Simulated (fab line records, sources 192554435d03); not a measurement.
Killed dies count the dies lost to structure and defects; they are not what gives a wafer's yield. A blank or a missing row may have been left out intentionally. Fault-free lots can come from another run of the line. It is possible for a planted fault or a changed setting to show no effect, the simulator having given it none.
fab line records + flow n5Finfet
[record]
- lots = 6
- wafers = 18
- lastDay = 18
route steps=1938 shown WELL_APT@27 BEOL_M4@1111 PASSIVATION@1936
lots with no fault: from the same line, run without faults
startH: hours from the record's opening day to when the first of the lot's shown wafers began + waitH: hours elapsed since this lot's preceding step + " as in the row above + L1.1+2: one row covering several wafers at once + - either no value or no given start + * or withheld: withheld + < > ~ a bound
route shown NAME@n: a module of which the file shows steps, and the number in the route of the first + usual: mean/standard deviation taken from wafers without a fault + same: alike in all rows + chamber/n: place in a boat + sites: each site's reading + _std_site: their standard deviation + _edge_site: the outer-site mean with the inner-site mean subtracted + radiusMm: how far each site lies from the wafer's centre + mask NAME#n: copy n + behind: tool/chamber where the wafer was last shaped + hold: why the lot was held/for how many hours/how that ended + device: names the non-switching transistor (n, p or np) + end of line: at the end of the route, the tests of the same wafers + for a step that has no rows: nothing shown but its recipe + killed: dies lost to structure and defects at the first sort, not the wafer's yield + map: the dies of a wafer, with x for killed, . for not killed, _ for no die there
set.NAME: the setting that was run; set.NAME@STEP: the one run at that earlier step + model.NAME: the simulator's own value behind a step, which no gauge read
lots seen at some steps along the route; tables by step, rows by wafer
services: a tool's chamber out of use, with start hour (startH, from the record's first day; less than 0 if before it), hours out, and reason
[[steps]]
[step N5_WELL_APT_HARDBAKE_12]
[recipe]
- tempC = 130
- timeS = 120
[step N5_WELL_APT_CD_MEAS_08]
[recipe]
- targetCdNm = 200
- landingEnergyEv = 500
- detector = seInlens
[usual]
- cdNm = 200.3/1.5
| lot.wafer | tool     | chamber | startH | waitH | cdNm  |
|-----------|----------|---------|--------|-------|-------|
| L339.1    | cdSem-02 | 0       | 19.56  | -     | 201.1 |
| L339.2    | "        | 0       | "      | "     | 200.7 |
| L339.6    | "        | 0       | "      | "     | 201.7 |
| L343.3    | cdSem-03 | 0       | 43.68  | -     | 201.0 |
| L343.4    | "        | 0       | "      | "     | 200.5 |
| L343.5    | "        | 0       | "      | "     | 202.1 |
| L350.4    | cdSem-01 | 0       | 85.81  | -     | 201.9 |
| L350.5    | "        | 0       | "      | "     | 201.0 |
| L350.6    | "        | 0       | "      | "     | 199.5 |
| L352.2    | cdSem-01 | 0       | 97.69  | -     | 202.0 |
| L352.3    | "        | 0       | "      | "     | 203.0 |
| L352.6    | "        | 0       | "      | "     | 199.8 |
| L353.1    | cdSem-01 | 0       | 104.02 | -     | 198.2 |
| L353.2    | "        | 0       | "      | "     | 199.3 |
| L353.4    | "        | 0       | "      | "     | 197.7 |
| L361.2    | cdSem-01 | 0       | 152.00 | -     | 200.1 |
| L361.3    | "        | 0       | "      | "     | 198.2 |
| L361.6    | "        | 0       | "      | "     | 201.5 |
[step N5_WELL_APT_OVL_MEAS_09]
[recipe]
- pointsPerWafer = 44
[usual]
- NWELL_OVL = 0/6.8
[same]
- pointsPerWafer = 44
| lot.wafer | tool       | chamber | startH | waitH | NWELL_OVL[nm] |
|-----------|------------|---------|--------|-------|---------------|
| L339.1    | overlay-02 | 0       | 19.59  | 0.0   | -2            |
| L339.2    | "          | 0       | "      | "     | 6             |
| L339.6    | "          | 0       | "      | "     | -3            |
| L343.3    | overlay-02 | 0       | 43.71  | 0.0   | 16            |
| L343.4    | "          | 0       | "      | "     | 6             |
| L343.5    | "          | 0       | "      | "     | 17            |
| L350.4    | overlay-01 | 0       | 85.84  | 0.0   | 8             |
| L350.5    | "          | 0       | "      | "     | 8             |
| L350.6    | "          | 0       | "      | "     | 1             |
| L352.2    | overlay-02 | 0       | 97.72  | 0.0   | -11           |
| L352.3    | "          | 0       | "      | "     | -6            |
| L352.6    | "          | 0       | "      | "     | -15           |
| L353.1    | overlay-02 | 0       | 104.05 | 0.0   | 12            |
| L353.2    | "          | 0       | "      | "     | 12            |
| L353.4    | "          | 0       | "      | "     | 3             |
| L361.2    | overlay-02 | 0       | 152.03 | 0.0   | 3             |
| L361.3    | "          | 0       | "      | "     | -2            |
| L361.6    | "          | 0       | "      | "     | 10            |
[step N5_WELL_APT_INSPECT_10]
[recipe]
- mode = adi
- inspectInstrument = macro
[usual]
- rawDefectCount = 2.0/1.5
| lot.wafer | tool             | chamber | startH | waitH | rawDefectCount |
|-----------|------------------|---------|--------|-------|----------------|
| L339.1    | defectInspect-01 | -       | 19.61  | 0.0   | 3              |
| L339.2    | "                | -       | "      | "     | 1              |
| L339.6    | "                | -       | "      | "     | 0              |
| L343.3    | defectInspect-01 | -       | 43.74  | 0.0   | 3              |
| L343.4    | "                | -       | "      | "     | 4              |
| L343.5    | "                | -       | "      | "     | 1              |
| L350.4    | defectInspect-02 | -       | 85.86  | 0.0   | 1              |
| L350.5    | "                | -       | "      | "     | 4              |
| L350.6    | "                | -       | "      | "     | 2              |
| L352.2    | defectInspect-02 | -       | 97.75  | 0.0   | 6              |
| L352.3    | "                | -       | "      | "     | 0              |
| L352.6    | "                | -       | "      | "     | 3              |
| L353.1    | defectInspect-02 | -       | 104.08 | 0.0   | 4              |
| L353.2    | "                | -       | "      | "     | 3              |
| L353.4    | "                | -       | "      | "     | 1              |
| L361.2    | defectInspect-01 | -       | 152.05 | 0.0   | 6              |
| L361.3    | "                | -       | "      | "     | 2              |
| L361.6    | "                | -       | "      | "     | 0              |
[step N5_WELL_APT_DESCUM_13]
[recipe]
- chemistry = O2
- timeS = 7.9
- sourcePowerW = 50
- biasPowerW = 20
- pressureMtorr = 20
- rfFrequencyHz = 2.712e+07
- tempC = 40
- o2FlowSccm = 225
[usual]
- drypumpMotorCurrentA = 5.6/0.44
- oesProductAu = 0.79/0.093
- rfVppV = 243.3/1.3
- showerheadPlenumPTorr = 2.11/0.062
- throttleValvePct = 20.34/0.18
| lot.wafer | tool       | chamber | startH | waitH | drypumpMotorCurrentA | oesProductAu | rfHoursCounterH | rfVppV | showerheadPlenumPTorr | throttleValvePct |
|-----------|------------|---------|--------|-------|----------------------|--------------|-----------------|--------|-----------------------|------------------|
| L339.1    | rieDiel-04 | 2       | 19.65  | 0.0   | 5.7                  | 0.80         | 118             | 245.4  | 2.19                  | 20.49            |
| L339.2    | "          | 0       | "      | "     | 5.9                  | 0.82         | 118             | 243.7  | 2.11                  | 20.20            |
| L339.6    | "          | 1       | "      | "     | 5.4                  | 0.71         | -               | 243.1  | 2.08                  | 20.27            |
| L343.3    | rieDiel-04 | 1       | 43.93  | 0.2   | 5.4                  | 0.69         | 215             | 242.4  | 2.07                  | 20.27            |
| L343.4    | "          | 3       | "      | "     | 5.0                  | 0.67         | 246             | 241.5  | 1.98                  | 20.54            |
| L343.5    | "          | 1       | "      | "     | 5.4                  | 0.70         | -               | 241.8  | 2.07                  | 20.30            |
| L350.4    | rieDiel-04 | 0       | 85.89  | 0.0   | 5.9                  | 0.79         | 142             | 243.0  | 2.10                  | 20.29            |
| L350.5    | "          | 0       | "      | "     | 5.9                  | 0.80         | -               | 242.9  | 2.10                  | 20.26            |
| L350.6    | "          | 3       | "      | "     | 5.0                  | 0.98         | -               | 245.1  | 2.24                  | 20.15            |
| L352.2    | rieDiel-02 | 3       | 98.07  | 0.3   | 5.5                  | 0.93         | 17              | 242.1  | 2.06                  | 20.41            |
| L352.3    | "          | 2       | "      | "     | 6.6                  | 0.80         | 122             | 242.0  | 2.03                  | 20.36            |
| L352.6    | "          | 2       | "      | "     | 6.6                  | 0.80         | -               | 241.4  | 2.03                  | 20.38            |
| L353.1    | rieDiel-02 | 0       | 104.25 | 0.2   | 5.4                  | 0.82         | 83              | 243.5  | 2.12                  | 20.15            |
| L353.2    | "          | 2       | "      | "     | 6.6                  | 0.79         | 125             | 241.5  | 2.03                  | 20.37            |
| L353.4    | "          | 1       | "      | "     | 5.4                  | 0.68         | 236             | 243.8  | 2.12                  | 20.57            |
| L361.2    | rieDiel-05 | 3       | 152.09 | 0.0   | 5.7                  | 0.72         | 194             | 243.3  | 2.09                  | 20.43            |
| L361.3    | "          | 1       | "      | "     | 5.4                  | 0.67         | 250             | 241.4  | 2.06                  | 20.77            |
| L361.6    | "          | 2       | "      | "     | 5.7                  | 0.71         | -               | 243.7  | 2.15                  | 19.93            |
[step N5_WELL_APT_IMPLANT_14]
[recipe]
- species = P
- energyKev = 160
- doseCm2 = 1.5e+13
- tiltDeg = 0
- rotationDeg = 0
[step N5_WELL_APT_IMPLANT_15]
[recipe]
- species = As
- energyKev = 25
- doseCm2 = 1.5e+13
- tiltDeg = 0
- rotationDeg = 0
[step N5_WELL_APT_STRIP_16]
[recipe]
- chemistry = SPM
- timeS = 900
- tempC = 130
- h2so4H2o2VolRatio = 4
- dry = ipaMarangoni
[step N5_WELL_APT_HMDS_18]
[recipe]
- timeS = 60
- tempC = 120
[step N5_WELL_APT_COAT_19]
[recipe]
- spinRpm = 1357
- resistThkNm = 950
[step N5_WELL_APT_EBR_21]
[recipe]
- solvent = PGMEA
- ebrWidthMm = 1.5
[step N5_WELL_APT_SOFTBAKE_20]
[recipe]
- tempC = 130
- timeS = 60
[step N5_WELL_APT_EXPOSE_22]
[recipe]
- maskId = PWELL
- na = 0.8
- sourceShape = conventional
- sigmaOuter = 0.8
- polarization = unpolarized
- defocusNm = 0
- targetCdNm = 200
- doseMj = 23.2
[usual]
- exposureDoseMJCm2 = 23.174/0.022
| lot.wafer | tool          | chamber | startH | waitH | mask    | exposureDoseMJCm2 |
|-----------|---------------|---------|--------|-------|---------|-------------------|
| L339.1    | krfScanner-02 | 0       | 20.63  | -     | PWELL#0 | 23.197            |
| L339.2    | "             | 0       | "      | "     | PWELL#0 | 23.165            |
| L339.6    | "             | 0       | "      | "     | PWELL#0 | 23.160            |
| L343.3    | krfScanner-01 | 0       | 44.80  | -     | PWELL#0 | 23.194            |
| L343.4    | "             | 0       | "      | "     | PWELL#0 | 23.167            |
| L343.5    | "             | 0       | "      | "     | PWELL#0 | 23.218            |
| L350.4    | krfScanner-02 | 0       | 86.77  | -     | PWELL#0 | 23.662            |
| L350.5    | "             | 0       | "      | "     | PWELL#0 | 23.660            |
| L350.6    | "             | 0       | "      | "     | PWELL#0 | 23.626            |
| L352.2    | krfScanner-02 | 0       | 99.06  | -     | PWELL#0 | 23.528            |
| L352.3    | "             | 0       | "      | "     | PWELL#0 | 23.538            |
| L352.6    | "             | 0       | "      | "     | PWELL#0 | 23.545            |
| L353.1    | krfScanner-01 | 0       | 105.24 | -     | PWELL#0 | 23.186            |
| L353.2    | "             | 0       | "      | "     | PWELL#0 | 23.188            |
| L353.4    | "             | 0       | "      | "     | PWELL#0 | 23.215            |
| L361.2    | krfScanner-01 | 0       | 153.09 | -     | PWELL#0 | 23.178            |
| L361.3    | "             | 0       | "      | "     | PWELL#0 | 23.183            |
| L361.6    | "             | 0       | "      | "     | PWELL#0 | 23.173            |
[step N5_WELL_APT_PEB_23]
[recipe]
- pebTempC = 130
- pebTimeS = 90
[step N5_WELL_APT_DEVELOP_24]
[recipe]
- developTimeS = 45
- rinseLiquid = surfactantRinse
- dry = airSpin
- devTempC = 21
[step N5_WELL_APT_HARDBAKE_29]
[recipe]
- tempC = 130
- timeS = 120
[step N5_WELL_APT_CD_MEAS_25]
[recipe]
- targetCdNm = 200
- landingEnergyEv = 500
- detector = seInlens
[usual]
- cdNm = 199.4/2.1
| lot.wafer | tool     | chamber | startH | waitH | cdNm  |
|-----------|----------|---------|--------|-------|-------|
| L339.1    | cdSem-03 | 0       | 20.80  | -     | 199.7 |
| L339.2    | "        | 0       | "      | "     | 197.1 |
| L339.6    | "        | 0       | "      | "     | 196.3 |
| L343.3    | cdSem-01 | 0       | 44.96  | -     | 196.5 |
| L343.4    | "        | 0       | "      | "     | 196.6 |
| L343.5    | "        | 0       | "      | "     | 199.1 |
| L350.4    | cdSem-03 | 0       | 86.93  | -     | 202.7 |
| L350.5    | "        | 0       | "      | "     | 202.3 |
| L350.6    | "        | 0       | "      | "     | 199.0 |
| L352.2    | cdSem-02 | 0       | 99.23  | -     | 203.1 |
| L352.3    | "        | 0       | "      | "     | 203.4 |
| L352.6    | "        | 0       | "      | "     | 202.2 |
| L353.1    | cdSem-02 | 0       | 105.41 | -     | 201.9 |
| L353.2    | "        | 0       | "      | "     | 204.3 |
| L353.4    | "        | 0       | "      | "     | 202.4 |
| L361.2    | cdSem-01 | 0       | 153.25 | -     | 202.4 |
| L361.3    | "        | 0       | "      | "     | 198.9 |
| L361.6    | "        | 0       | "      | "     | 199.8 |
[step N5_WELL_APT_OVL_MEAS_26]
[recipe]
- pointsPerWafer = 44
[usual]
- PWELL_OVL = 0/5.7
[same]
- pointsPerWafer = 44
| lot.wafer | tool       | chamber | startH | waitH | PWELL_OVL[nm] |
|-----------|------------|---------|--------|-------|---------------|
| L339.1    | overlay-02 | 0       | 20.83  | 0.0   | 2             |
| L339.2    | "          | 0       | "      | "     | 4             |
| L339.6    | "          | 0       | "      | "     | 5             |
| L343.3    | overlay-02 | 0       | 44.99  | 0.0   | 2             |
| L343.4    | "          | 0       | "      | "     | 5             |
| L343.5    | "          | 0       | "      | "     | 3             |
| L350.4    | overlay-01 | 0       | 86.96  | 0.0   | 8             |
| L350.5    | "          | 0       | "      | "     | 8             |
| L350.6    | "          | 0       | "      | "     | 9             |
| L352.2    | overlay-02 | 0       | 99.26  | 0.0   | 1             |
| L352.3    | "          | 0       | "      | "     | -11           |
| L352.6    | "          | 0       | "      | "     | -1            |
| L353.1    | overlay-01 | 0       | 105.44 | 0.0   | -9            |
| L353.2    | "          | 0       | "      | "     | -10           |
| L353.4    | "          | 0       | "      | "     | -8            |
| L361.2    | overlay-01 | 0       | 153.28 | 0.0   | -2            |
| L361.3    | "          | 0       | "      | "     | -2            |
| L361.6    | "          | 0       | "      | "     | -2            |
[step N5_WELL_APT_INSPECT_27]
[recipe]
- mode = adi
- inspectInstrument = macro
[usual]
- rawDefectCount = 2/1.5
| lot.wafer | tool             | chamber | startH | waitH | rawDefectCount |
|-----------|------------------|---------|--------|-------|----------------|
| L339.1    | defectInspect-02 | -       | 20.86  | 0.0   | 1              |
| L339.2    | "                | -       | "      | "     | 2              |
| L339.6    | "                | -       | "      | "     | 0              |
| L343.3    | defectInspect-02 | -       | 45.01  | 0.0   | 1              |
| L343.4    | "                | -       | "      | "     | 2              |
| L343.5    | "                | -       | "      | "     | 5              |
| L350.4    | defectInspect-02 | -       | 86.99  | 0.0   | 2              |
| L350.5    | "                | -       | "      | "     | 2              |
| L350.6    | "                | -       | "      | "     | 2              |
| L352.2    | defectInspect-01 | -       | 99.29  | 0.0   | 1              |
| L352.3    | "                | -       | "      | "     | 1              |
| L352.6    | "                | -       | "      | "     | 1              |
| L353.1    | defectInspect-01 | -       | 105.47 | 0.0   | 2              |
| L353.2    | "                | -       | "      | "     | 2              |
| L353.4    | "                | -       | "      | "     | 3              |
| L361.2    | defectInspect-01 | -       | 153.31 | 0.0   | 6              |
| L361.3    | "                | -       | "      | "     | 0              |
| L361.6    | "                | -       | "      | "     | 2              |
[step N5_WELL_APT_DESCUM_30]
[recipe]
- chemistry = O2
- timeS = 7.9
- sourcePowerW = 50
- biasPowerW = 20
- pressureMtorr = 20
- rfFrequencyHz = 2.712e+07
- tempC = 40
- o2FlowSccm = 225
[usual]
- drypumpMotorCurrentA = 5.7/0.41
- oesProductAu = 0.77/0.08
- rfVppV = 243.3/1.3
- showerheadPlenumPTorr = 2.10/0.058
- throttleValvePct = 20.34/0.22
| lot.wafer | tool       | chamber | startH | waitH | drypumpMotorCurrentA | oesProductAu | rfHoursCounterH | rfVppV | showerheadPlenumPTorr | throttleValvePct | model.WELL_APT.cdNm |
|-----------|------------|---------|--------|-------|----------------------|--------------|-----------------|--------|-----------------------|------------------|---------------------|
| L339.1    | rieDiel-05 | 0       | 20.92  | 0.1   | 5.6                  | 0.69         | 246             | 241.0  | 1.97                  | 20.61            | 199.8               |
| L339.2    | "          | 1       | "      | "     | 5.4                  | 0.70         | 201             | 243.4  | 2.08                  | 20.66            | 196.7               |
| L339.6    | "          | 2       | "      | "     | 5.8                  | 0.75         | -               | 244.3  | 2.17                  | 19.84            | 195.7               |
| L343.3    | rieDiel-05 | 1       | 45.05  | 0.0   | 5.4                  | 0.70         | 210             | 242.6  | 2.08                  | 20.67            | 196.6               |
| L343.4    | "          | 2       | "      | "     | 5.8                  | 0.73         | -               | 245.1  | 2.17                  | 19.86            | 196.6               |
| L343.5    | "          | 3       | "      | "     | 5.7                  | 0.73         | -               | 241.3  | 2.11                  | 20.35            | 199.1               |
| L350.4    | rieDiel-05 | 2       | 87.07  | 0.1   | 5.8                  | 0.72         | 160             | 244.5  | 2.16                  | 19.88            | 202.5               |
| L350.5    | "          | 2       | "      | "     | 5.8                  | 0.72         | -               | 242.6  | 2.16                  | 19.87            | 202                 |
| L350.6    | "          | 1       | "      | "     | 5.4                  | 0.69         | -               | 241.7  | 2.07                  | 20.71            | 199.2               |
| L352.2    | rieDiel-04 | 0       | 99.35  | 0.1   | 5.9                  | 0.79         | 147             | 242.6  | 2.10                  | 20.27            | 202.9               |
| L352.3    | "          | 1       | "      | "     | 5.4                  | 0.69         | 235             | 242.6  | 2.07                  | 20.32            | 203.2               |
| L352.6    | "          | 1       | "      | "     | 5.4                  | 0.69         | -               | 243.3  | 2.07                  | 20.30            | 202.7               |
| L353.1    | rieDiel-04 | 2       | 105.54 | 0.1   | 5.7                  | 0.76         | 150             | 243.5  | 2.18                  | 20.53            | 201.9               |
| L353.2    | "          | 3       | "      | "     | 5.0                  | 0.96         | 10              | 244.4  | 2.24                  | 20.16            | 204.3               |
| L353.4    | "          | 1       | "      | "     | 5.4                  | 0.68         | 236             | 242.3  | 2.07                  | 20.31            | 202.5               |
| L361.2    | rieDiel-02 | 3       | 153.65 | 0.3   | 5.5                  | 0.89         | 32              | 244.3  | 2.05                  | 20.42            | 202.1               |
| L361.3    | "          | 0       | "      | "     | 5.4                  | 0.80         | 105             | 243.8  | 2.11                  | 20.19            | 199.1               |
| L361.6    | "          | 3       | "      | "     | 5.5                  | 0.90         | -               | 242.9  | 2.05                  | 20.41            | 199.5               |
[step N5_WELL_APT_IMPLANT_31]
[recipe]
- species = B
- energyKev = 60
- doseCm2 = 1.5e+13
- tiltDeg = 0
- rotationDeg = 0
[step N5_BEOL_M4_RC_MEAS_101]
[usual]
- DIBL_N = 35.8/1.8
- DIBL_P = 35.9/2.2
- IOFF_N = 0.16/0.035
- IOFF_P = 0.21/0.04
- ION_N = 672/11
- ION_P = 461/7.4
- SS_N = 71.4/0.64
- SS_P = 73.2/0.67
- VT_N = 250/3.5
- VT_P = -251/3.4
| lot.wafer | tool      | chamber | startH | waitH | DIBL_N[mV/V] | DIBL_P[mV/V] | IOFF_N[nA/um] | IOFF_P[nA/um] | ION_N[uA/um] | ION_P[uA/um] | SS_N[mV/dec] | SS_P[mV/dec] | VT_N[mV] | VT_P[mV] |
|-----------|-----------|---------|--------|-------|--------------|--------------|---------------|---------------|--------------|--------------|--------------|--------------|----------|----------|
| L339.1    | prober-01 | 0       | 183.10 | 0.0   | 34.2         | 35.4         | 0.17          | 0.23          | 678          | 466          | 71.7         | 73.4         | 246      | -246     |
| L339.2    | "         | 0       | "      | "     | 36.1         | 37.3         | 0.19          | 0.24          | 678          | 467          | 72.5         | 73.3         | 247      | -248     |
| L339.6    | "         | 0       | "      | "     | 35.5         | 36.5         | 0.19          | 0.24          | 685          | 472          | 71.4         | 72.6         | 246      | -247     |
| L343.3    | prober-01 | 0       | 200.82 | 0.3   | 33.9         | 34.2         | 0.12          | 0.18          | 660          | 460          | 71.9         | 73.0         | 252      | -252     |
| L343.4    | "         | 0       | "      | "     | 36.0         | 35.9         | 0.15          | 0.20          | 662          | 455          | 72.1         | 73.7         | 253      | -251     |
| L343.5    | "         | 0       | "      | "     | 33.7         | 33.1         | 0.12          | 0.16          | 644          | 446          | 71.0         | 72.1         | 255      | -252     |
| L350.4    | prober-02 | 0       | 251.51 | 0.5   | 35.0         | 34.2         | 0.12          | 0.18          | 650          | 452          | 70.9         | 73.1         | 256      | -254     |
| L350.5    | "         | 0       | "      | "     | 33.5         | 32.6         | 0.11          | 0.16          | 661          | 454          | 70.9         | 72.0         | 252      | -254     |
| L350.6    | "         | 0       | "      | "     | 36.3         | 36.6         | 0.15          | 0.22          | 666          | 458          | 70.8         | 73.9         | 252      | -249     |
| L352.2    | prober-02 | 0       | 260.01 | 0.2   | 34.5         | 34.3         | 0.14          | 0.20          | 666          | 460          | 70.9         | 72.6         | 252      | -248     |
| L352.3    | "         | 0       | "      | "     | 33.4         | 34.4         | 0.13          | 0.21          | 663          | 464          | 70.4         | 72.6         | 251      | -246     |
| L352.6    | "         | 0       | "      | "     | 37.3         | 38.4         | 0.19          | 0.28          | 659          | 463          | 71.3         | 74.3         | 246      | -245     |
| L353.1    | prober-02 | 0       | 277.06 | 0.0   | 36.2         | 35.9         | 0.17          | 0.25          | 686          | 473          | 71.5         | 72.7         | 247      | -246     |
| L353.2    | "         | 0       | "      | "     | 38.5         | 39.0         | 0.22          | 0.31          | 691          | 479          | 71.3         | 74.1         | 244      | -243     |
| L353.4    | "         | 0       | "      | "     | 36.6         | 37.0         | 0.18          | 0.28          | 687          | 475          | 71.2         | 73.1         | 246      | -245     |
| L361.2    | prober-02 | 0       | 311.90 | 0.2   | 34.7         | 34.3         | 0.12          | 0.19          | 668          | 464          | 71.0         | 72.5         | 252      | -254     |
| L361.3    | "         | 0       | "      | "     | 34.1         | 33.1         | 0.11          | 0.17          | 656          | 458          | 71.3         | 72.1         | 254      | -255     |
| L361.6    | "         | 0       | "      | "     | 32.9         | 32.5         | 0.10          | 0.17          | 659          | 462          | 70.3         | 72.9         | 254      | -253     |
[step N5_PASSIVATION_PROBE_49]
[usual]
- defectLimitedYield = 91.0/1.5
- killed_at_M0_to_M3 = 34/9.1
- killed_at_M4_up = 14/5.7
- killedAtContacts = 13/5.7
- killedAtFrontEnd = 42/12
- killedAtOther = 4/3.4
- killedDies = 106/17
- killedOpen = 70/13
- killedShort = 34/7.5
- sort_bin_5_function = 5.2/0.94
- sort_bin_6_memory = 3.4/0.69
- sortNPass = 1074/17
- sortYieldPct = 91.0/1.5
[same]
- grossDies = 1180
- killedAtBackSide = 0
- sort_bin_4_leakage[%] = 0
- sort_bin_8_speed[%] = 0
| lot.wafer | tool      | chamber | startH | waitH | defectLimitedYield[%] | killed_at_M0_to_M3 | killed_at_M4_up | killedAtContacts | killedAtFrontEnd | killedAtOther | killedDies | killedOpen | killedShort | sort_bin_5_function[%] | sort_bin_6_memory[%] | sortNPass | sortYieldPct[%] |
|-----------|-----------|---------|--------|-------|-----------------------|--------------------|-----------------|------------------|------------------|---------------|------------|------------|-------------|------------------------|----------------------|-----------|-----------------|
| L352.6    | prober-02 | -       | 359.72 | 0.3   | 95.4                  | 13                 | 7               | 6                | 27               | 1             | 54         | 36         | 14          | 1.7                    | 2.3                  | 1126      | 95.4            |
// killed by level:class
L352.6 MOL_CONTACT_COAG:geometricParticle:open=6 STI_FIN_REVEAL:geometricParticle:open=5 DUMMY_GATE:geometricParticle:open=5 FIN_SAQP:geometricParticle:open=4 BEOL_M2:geometricParticle:open=4 HKMG_FIN:areaEtch=4 BEOL_M0_SAQP:geometricParticle:short=3 BEOL_M5:geometricParticle:open=3
[[services]]
| tool          | chamber | startH | hours | kind                        |
|---------------|---------|--------|-------|-----------------------------|
| rieDiel-05    | -       | -3.51  | 1.0   | repair                      |
| krfScanner-01 | -       | 1.77   | 3.6   | pm                          |
| rieDiel-04    | 3       | 4.91   | 4.5   | repair                      |
| krfScanner-02 | -       | 26.99  | 1.0   | pm                          |
| rieDiel-04    | -       | 33.76  | 2.8   | pm                          |
| rieDiel-02    | 1       | 41.35  | 10.3  | repair                      |
| krfScanner-01 | -       | 48.22  | 1.3   | pm                          |
| rieDiel-04    | 3       | 57.15  | -     | clean                       |
| rieDiel-04    | 3       | 57.15  | -     | consumableReplace:focusRing |
| krfScanner-01 | -       | 64.26  | 0.8   | pm                          |
| krfScanner-01 | -       | 72.08  | 0.2   | repair                      |
| rieDiel-04    | -       | 86.97  | 0.2   | repair                      |
| rieDiel-05    | 1       | 89.57  | 3.7   | repair                      |
| krfScanner-02 | -       | 92.11  | 1.5   | repair                      |
| krfScanner-01 | -       | 93.94  | 1.0   | pm                          |
| krfScanner-02 | -       | 101.79 | 0.6   | repair                      |
| rieDiel-04    | 3       | 103.87 | 1.6   | repair                      |
| krfScanner-02 | -       | 120.64 | 0.8   | pm                          |
| rieDiel-02    | 2       | 123.38 | 3.3   | repair                      |
| rieDiel-02    | 3       | 124.20 | 18.9  | repair                      |
| krfScanner-01 | -       | 127.78 | 0.8   | pm                          |
| rieDiel-05    | 2       | 127.78 | 5.4   | repair                      |
| rieDiel-04    | 0       | 133.20 | 5.6   | repair                      |
| krfScanner-02 | -       | 142.39 | 1.3   | pm                          |
[[key]]
[firstSign]
- step = N5_WELL_APT_EXPOSE_22
- reading = exposureDoseMJCm2
- direction = up
- sigmas = 19
- usual = 23.174
- struck = 23.593
effect none on later readings
[modelEffect]
- step = N5_WELL_APT_DESCUM_30
- value = WELL_APT.cdNm
- without = 198.7
- struck = 202.1
metAt N5_WELL_APT_EXPOSE_22
struckWafers L350.4,L350.5,L350.6,L352.2,L352.3,L352.6
[loopTrim]
- step = N5_WELL_APT_EXPOSE_22
- setting = dose
- lots = L352
onsetBetween 20.63 86.77
[fault]
- kind = processParameterDrift
- tool = krfScanner-02
- chamber = -
- onsetH = 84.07
- steps = N5_WELL_APT_EXPOSE_22
- channel = doseMj
- offset = 0.46813
- shape = step
- actsIn = theseRecipesOnly
- stated = 23.2
// loopTrim: a control loop set the setting to another value than it would have without faults
